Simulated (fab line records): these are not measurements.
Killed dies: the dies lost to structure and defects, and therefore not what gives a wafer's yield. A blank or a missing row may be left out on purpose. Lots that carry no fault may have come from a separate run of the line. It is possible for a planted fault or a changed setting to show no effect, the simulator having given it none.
Struck lot and sound lot, side by side    flow nand-harc    14 steps out of a route of 1302
Sound: wafers L232.1, L232.3, L232.6. The struck wafers were L236.1, L236.4, L236.5. The cause is named last.
Order at every step that has rows: each side's tool, ch and its chambers, its first start. Under that, the readings that differ: sound wafers    struck wafers    difference of the means    sigmas: that difference in standard deviations of wafers without a fault.
alike: readings with means less than 2 such deviations apart, plus words and numbers identical on both sides. not compared: withheld readings, readings lacking a value on some wafer, bounds such as >300 that could conceal the same value, and numbers that have no deviation in the record and whose values overlap.
Wherever a step has rows on one side only, a row that says differs or no value, or a row with sigmas, the two part there. When numbers do not overlap yet have no deviation, they are printed without sigmas and do not part them. A reading missing from all wafers of one side parts the sides only when that side holds two or more wafers.

NHARC_P_GATE_STRIP_95: strips in O2.
  sound on plasma-asher-01 ch 0,1, day 5 15:08; struck on plasma-asher-02 ch 0,1, day 7 13:45
  alike: drypump-motor-current-A, heater-power-w
  not compared: rf-hours-counter-h
then, 1 step without rows for these wafers: NHARC_P_GATE_STRIP_96 (strips in SPM, time 900 s).
NHARC_P_GATE_RTA_64: time 1 s.
  sound on rtp-anneal-02 ch 0, day 5 15:42; struck on rtp-anneal-01 ch 0, day 7 14:20
  alike: lamp-power-pct, wafer_temp_C_max
then, 1 step without rows for these wafers: NHARC_P_GATE_ETCH_77 (etches SiO2 in dHF, target depth 6 nm).
NHARC_P_GATE_DEGAS_109: time 60 s.
  sound: pvd-sputter-01 at day 5 16:01; struck: pvd-sputter-01 at day 7 14:38
reading               sound                 struck                difference  sigmas
susceptor-temp-C (C)  300.33 300.40 300.44  299.91 299.79 300.08  -0.46       -2
  alike: heater-power-w
then, 3 steps without rows for these wafers: NHARC_P_GATE_PRE_CLEAN_110 (time 30 s); NHARC_P_GATE_SPUTTER_78 (material Ni, target thk 10 nm); NHARC_P_GATE_SPUTTER_79 (material TiN, target thk 10 nm).
NHARC_P_GATE_RTA_80: time 30 s.
  sound on rtp-anneal-01 ch 0, day 5 16:19; struck on rtp-anneal-02 ch 0, day 7 14:56
  alike: lamp-power-pct, wafer_temp_C_max
then, 2 steps without rows for these wafers: NHARC_P_GATE_STRIP_67 (strips in SPM, time 600 s); NHARC_P_GATE_RTA_82 (time 30 s).
NHARC_P_GATE_INSPECT_68:
  sound: defect-inspect-02 at day 5 16:58; struck: defect-inspect-02 at day 7 15:35
  alike: raw-defect-count
NHARC_P_CONTACT_DEP_30: deposits SiNx, target thk 30 nm.
  sound on pecvd-01 ch 0,1,2, day 5 17:04; struck on pecvd-01 ch 0,2, day 7 16:10
  alike: heater-power-w, susceptor-temp-C
NHARC_P_CONTACT_DEP_00: deposits SiO2, target thk 500 nm.
  sound: pecvd-01 ch 0,1,2; struck: pecvd-01 ch 0,2
  alike: heater-power-w, susceptor-temp-C, throttle-valve-pct

== WHERE THEY PART ==
Within this record, at NHARC_P_GATE_DEGAS_109 only. Later steps at which nothing parts them and some readings are alike: NHARC_P_GATE_RTA_80, NHARC_P_GATE_INSPECT_68, NHARC_P_CONTACT_DEP_30, NHARC_P_CONTACT_DEP_00.

WHY: what had been put in by the simulator
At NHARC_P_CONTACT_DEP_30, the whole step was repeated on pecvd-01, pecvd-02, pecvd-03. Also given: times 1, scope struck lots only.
